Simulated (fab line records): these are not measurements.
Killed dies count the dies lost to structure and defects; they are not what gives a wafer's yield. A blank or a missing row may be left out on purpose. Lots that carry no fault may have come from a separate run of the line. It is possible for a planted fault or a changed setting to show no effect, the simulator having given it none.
Split-lot study + flow n5_finfet + on a route of 1938 steps: 7 lots, 39 wafers read

## ABOUT THE SPLIT
At N5_BEOL_M8_TRENCH_ETCH_37 (etches SiCOH lowk in C4F6/O2, target depth 93.478 nm, time 31.2 s), the setting time_s was moved away from the recipe's 31.2 s on 15 of the 39 wafers read, by -41.2% to +48.2%. This setting was run at the recipe's value on the other wafers.

## FROM THE SPLIT TO THE READING: what the file shows between them, 8 steps
- N5_BEOL_M8_ETCH_41: etches SiCN in CH3F/O2, target depth 31.9 nm, time 57.8 s
- N5_BEOL_M8_STRIP_80: strips in N2/H2, time 10 s
- N5_BEOL_M8_OCD_MEAS_38
- N5_BEOL_M8_HM_STRIP_39: strips TiN in peroxide tin strip, target depth 25 nm, time 158 s
- N5_BEOL_M8_SRD_40: time 30 s
- N5_BEOL_M8_ECD_50: material Cu, target thk 300 nm
- N5_BEOL_M8_ANNEAL_51: time 90 s
- N5_BEOL_M8_CMP_52: polishes, stops on SiCOH lowk, t overpolish 6.9 s, target thk 80 nm

## THE READING
M8_THK, in nm, at N5_BEOL_M8_THK_MEAS_53 (measures by xrf). Fault-free wafers of this fab line usually give 78.3 nm, standard deviation 1.7 nm.

| wafer  | tool, chamber at the split | time_s as run, s | against the recipe | M8_THK, nm | against lot-mates on the recipe |
|--------|----------------------------|------------------|--------------------|------------|---------------------------------|
| L075.1 | rie_diel-01, 1             | 18.36            | -41.2%             | 38.5       | -39.1                           |
| L075.2 | rie_diel-01, 0             | 18.36            | -41.2%             | 40.1       | -37.5                           |
| L075.3 | rie_diel-01, 3             | 31.2             | recipe             | 76.7       | -                               |
| L075.4 | rie_diel-01, 2             | 31.2             | recipe             | 77.8       | -                               |
| L075.5 | rie_diel-01, 1             | 18.36            | -41.2%             | 37.9       | -39.7                           |
| L075.6 | rie_diel-01, 2             | 31.2             | recipe             | 78.3       | -                               |
| L079.1 | rie_diel-03, 1             | 25.33            | -18.8%             | 63.5       | -16.9                           |
| L079.2 | rie_diel-03, 2             | 25.33            | -18.8%             | 61.2       | -19.2                           |
| L079.3 | rie_diel-03, 3             | 31.2             | recipe             | 79.8       | -                               |
| L079.4 | rie_diel-03, 0             | 31.2             | recipe             | 79.6       | -                               |
| L079.5 | rie_diel-03, 1             | 31.2             | recipe             | 81.8       | -                               |
| L079.6 | rie_diel-03, 2             | 25.33            | -18.8%             | 61.2       | -19.2                           |
| L082.1 | rie_diel-03, 0             | 31.2             | recipe             | 79.2       | -                               |
| L082.2 | rie_diel-03, 2             | 31.2             | recipe             | 76.1       | -                               |
| L082.3 | rie_diel-03, 3             | 41.17            | +32.0%             | 109.4      | +32.0                           |
| L082.4 | rie_diel-03, 1             | 31.2             | recipe             | 76.9       | -                               |
| L082.5 | rie_diel-03, 0             | 41.17            | +32.0%             | 107.3      | +29.9                           |
| L082.6 | rie_diel-03, 3             | 41.17            | +32.0%             | 107.5      | +30.1                           |
| L084.4 | rie_diel-03, 0             | 31.2             | recipe             | 78.0       | -                               |
| L084.5 | rie_diel-03, 3             | 31.2             | recipe             | 76.9       | -                               |
| L084.6 | rie_diel-03, 0             | 31.2             | recipe             | 78.4       | -                               |
| L085.1 | rie_diel-05, 3             | 22.77            | -27.0%             | 54.3       | -26.0                           |
| L085.2 | rie_diel-05, 2             | 22.77            | -27.0%             | 55.1       | -25.2                           |
| L085.3 | rie_diel-05, 1             | 22.77            | -27.0%             | 55.6       | -24.7                           |
| L085.4 | rie_diel-05, 2             | 31.2             | recipe             | 79.2       | -                               |
| L085.5 | rie_diel-05, 1             | 31.2             | recipe             | 83.3       | -                               |
| L085.6 | rie_diel-05, 3             | 31.2             | recipe             | 78.3       | -                               |
| L087.1 | rie_diel-03, 0             | 31.2             | recipe             | 77.9       | -                               |
| L087.2 | rie_diel-03, 3             | 46.23            | +48.2%             | 123.4      | +46.3                           |
| L087.3 | rie_diel-03, 1             | 46.23            | +48.2%             | 123.0      | +45.9                           |
| L087.4 | rie_diel-03, 2             | 31.2             | recipe             | 76.1       | -                               |
| L087.5 | rie_diel-03, 1             | 46.23            | +48.2%             | 124.3      | +47.2                           |
| L087.6 | rie_diel-03, 2             | 31.2             | recipe             | 77.2       | -                               |
| L096.1 | rie_diel-01, 3             | 31.2             | recipe             | 76.1       | -                               |
| L096.2 | rie_diel-01, 0             | 31.2             | recipe             | 77.8       | -                               |
| L096.3 | rie_diel-01, 1             | 31.2             | recipe             | 75.1       | -                               |
| L096.4 | rie_diel-01, 2             | 31.2             | recipe             | 78.0       | -                               |
| L096.5 | rie_diel-01, 3             | 31.2             | recipe             | 78.0       | -                               |
| L096.6 | rie_diel-01, 0             | 31.2             | recipe             | 78.8       | -                               |

THE FIT
A straight line over all 39 wafers: M8_THK changes by +0.93 nm for each +1% of time_s; r = +1.00; the points scatter about the line by 1.7 nm.
The same after taking each lot's own level away (the mean of its wafers on the recipe; 39 wafers): +0.955 nm for each +1%; r = +1.00; scatter 1.2 nm.
That fit puts the effect of the largest move of time_s on the reading at 46 nm.
Measured against the standard deviation above, the lots' own levels, which go from 77.07 to 80.40 nm, span 2.0 times it.
The two slopes agree, so the slope changes little with the lot-to-lot level.
Check: with one of the wafers moved furthest among these (+48.2%) left out of the fit, the line predicts +46.1 nm for it against its lot-mates. Against them it came out at +46.3 nm.

## THE WHOLE CHAIN: every reading that the file lists as answering this split, in the file's order
| step                      | what it does                                                        | reading                                                                          | change (the file's fit)                                                              | r (the file's) |
|---------------------------|---------------------------------------------------------------------|----------------------------------------------------------------------------------|--------------------------------------------------------------------------------------|----------------|
| N5_BEOL_M8_TRENCH_ETCH_37 | etches SiCOH lowk in C4F6/O2, target depth 93.478 nm, time 31.2 s   | etch.depth_nm (the simulator's own value, which no gauge read)                   | +0.96 nm for each +1% of the setting                                                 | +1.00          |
| N5_BEOL_M8_TRENCH_ETCH_37 | etches SiCOH lowk in C4F6/O2, target depth 93.478 nm, time 31.2 s   | BEOL_M8.feature_depth_nm (the simulator's own value, which no gauge read)        | +0.961 nm for each +1% of the setting                                                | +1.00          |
| N5_BEOL_M8_TRENCH_ETCH_37 | etches SiCOH lowk in C4F6/O2, target depth 93.478 nm, time 31.2 s   | TiN_of_BEOL_M8_HM_DEP_02.thk_nm (the simulator's own value, which no gauge read) | -0.0264 nm for each +1% of the setting                                               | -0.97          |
| N5_BEOL_M8_OCD_MEAS_38    |                                                                     | trench_depth_nm                                                                  | +0.96 nm for each +1% of the setting                                                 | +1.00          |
| N5_BEOL_M8_CMP_52         | polishes, stops on SiCOH lowk, t overpolish 6.9 s, target thk 80 nm | Cu_of_BEOL_M8_ECD_50.thk_nm (the simulator's own value, which no gauge read)     | +0.962 nm for each +1% of the setting                                                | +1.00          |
| N5_BEOL_M8_THK_MEAS_53    | measures by xrf                                                     | M8_THK                                                                           | +0.955 for each +1% of the setting                                                   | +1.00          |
| N5_BEOL_M8_RS_MEAS_57     | measures by four-point-probe                                        | M8_RS                                                                            | not straight: 0.686 at the lowest setting, 0.292 at the recipe, 0.171 at the highest | not given      |

## FILE'S OWN FIT
M8_THK changes by +0.955 nm for each +1% of time_s, r = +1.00.
